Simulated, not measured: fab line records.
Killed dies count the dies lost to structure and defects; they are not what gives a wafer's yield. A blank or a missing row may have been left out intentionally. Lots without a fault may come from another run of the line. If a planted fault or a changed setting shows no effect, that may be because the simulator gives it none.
A struck lot beside a sound one -- flow nand_harc -- 13 out of 1302 route steps
Sound: the wafers L694.2, L694.3, L694.5. Struck: wafer L704.4. (L704.2, L704.3 of the same lot were not struck and are left out.) The cause comes at the end.
Order at every step that has rows: each side's tool, ch and its chambers, its first start. Under that, the readings that differ: sound wafers -- struck wafers -- difference of the means -- sigmas: that difference in standard deviations of wafers without a fault.
alike: readings with means less than 2 such deviations apart, plus words and numbers identical on both sides. not compared: withheld readings, readings lacking a value on some wafer, bounds such as >300 that could conceal the same value, and numbers that have no deviation in the record and whose values overlap.
A row with sigmas, a row that says differs or no value, or rows on one side alone: a step with any of these is where the two part. Numbers that have no deviation but don't overlap get no sigmas and don't part them. A reading that every wafer of one side lacks parts them only if that side has two wafers or more.

NHARC_A_SLIT_ETCH_26: etches the open film in C4F8/O2/Ar, time 90 s, target depth 400 nm.
  sound on har_etch-01 ch 0,1, day 22 11:34; struck on har_etch-02 ch 0, day 25 16:12
reading,sound,struck,difference,sigmas
drypump_motor_current_A (A),6.5 6.3 6.3,4.9,-1.5,-2
showerhead_plenum_p_Torr (Torr),3.58 3.47 3.47,3.91,+0.40,+2
  alike: throttle_valve_pct
  not compared: rf_hours_counter_h
then, 1 step without rows for these wafers: NHARC_A_SLIT_STRIP_28 (strips in O2/COS).
NHARC_A_SLIT_ETCH_29: etches the open film in CF4/O2, target depth 100 nm, overetch 10 nm, time 55 s.
  sound on rie_diel-06 ch 1,3, day 22 12:26; struck on rie_diel-10 ch 1, day 25 17:04
reading,sound,struck,difference,sigmas
throttle_valve_pct (%),13.400 13.394 13.414,13.382,-0.021,-2
  alike: drypump_motor_current_A, oes_product_au, rf_vpp_V, showerhead_plenum_p_Torr
  not compared: rf_hours_counter_h
NHARC_A_SLIT_STRIP_18: strips in O2.
  sound: rie_diel-06 ch 1,2,3; struck: rie_diel-10 ch 3
  alike: drypump_motor_current_A, oes_product_au, rf_vpp_V, showerhead_plenum_p_Torr, throttle_valve_pct
  not compared: rf_hours_counter_h
then, 2 steps without rows for these wafers: NHARC_A_SLIT_PRECLEAN_19 (cleans in SC1); NHARC_A_SLIT_SRD_20.
NHARC_A_SLIT_CD_MEAS_21:
  struck on cd_sem-02, day 25 17:36; sound on cd_sem-02, day 22 12:58
  alike: cd_nm
then, 3 steps without rows for these wafers: NHARC_A_SIN_REMOVE_WET_00 (chemistry H3PO4, time 15300 s); NHARC_A_SIN_REMOVE_PRECLEAN_01 (cleans in SC1); NHARC_A_SIN_REMOVE_SRD_02.
NHARC_A_SIN_REMOVE_INSPECT_04:
  struck on defect_inspect-01, day 26 00:13; sound on defect_inspect-02, day 22 19:40
  alike: raw_defect_count
NHARC_A_WL_FILL_ALD_00: deposits Al2O3, target thk 3 nm, pulse time 3 s, ald cycles 30.
  sound on ald_hk-01 ch 0,1,2, day 22 19:46; struck on ald_hk-01 ch 0, day 26 00:17
reading,sound,struck,difference,sigmas
ald_cycles,30 30 30,43,+13,
  alike: heater_power_outer_w, heater_power_w, precursor_pulse_height_rel
NHARC_A_WL_FILL_RTA_01: time 5 s.
  sound on rtp_anneal-02 ch 0, day 22 20:10; struck on rtp_anneal-01 ch 0, day 26 00:35
reading,sound,struck,difference,sigmas
lamp_zone_4_pct (%),27.3 27.3 27.3,28.2,+0.9,+2
lamp_zone_5_pct (%),27.3 27.3 27.3,28.2,+0.9,+2
wafer_temp_C_max,1005.9 1003.8 1005.2,1001.3,-3.7,-4
  alike: lamp_power_pct

== WHERE THEY PART ==
First at NHARC_A_SLIT_ETCH_26; last, within this record, at NHARC_A_WL_FILL_RTA_01.

WHY: what the simulator had put in
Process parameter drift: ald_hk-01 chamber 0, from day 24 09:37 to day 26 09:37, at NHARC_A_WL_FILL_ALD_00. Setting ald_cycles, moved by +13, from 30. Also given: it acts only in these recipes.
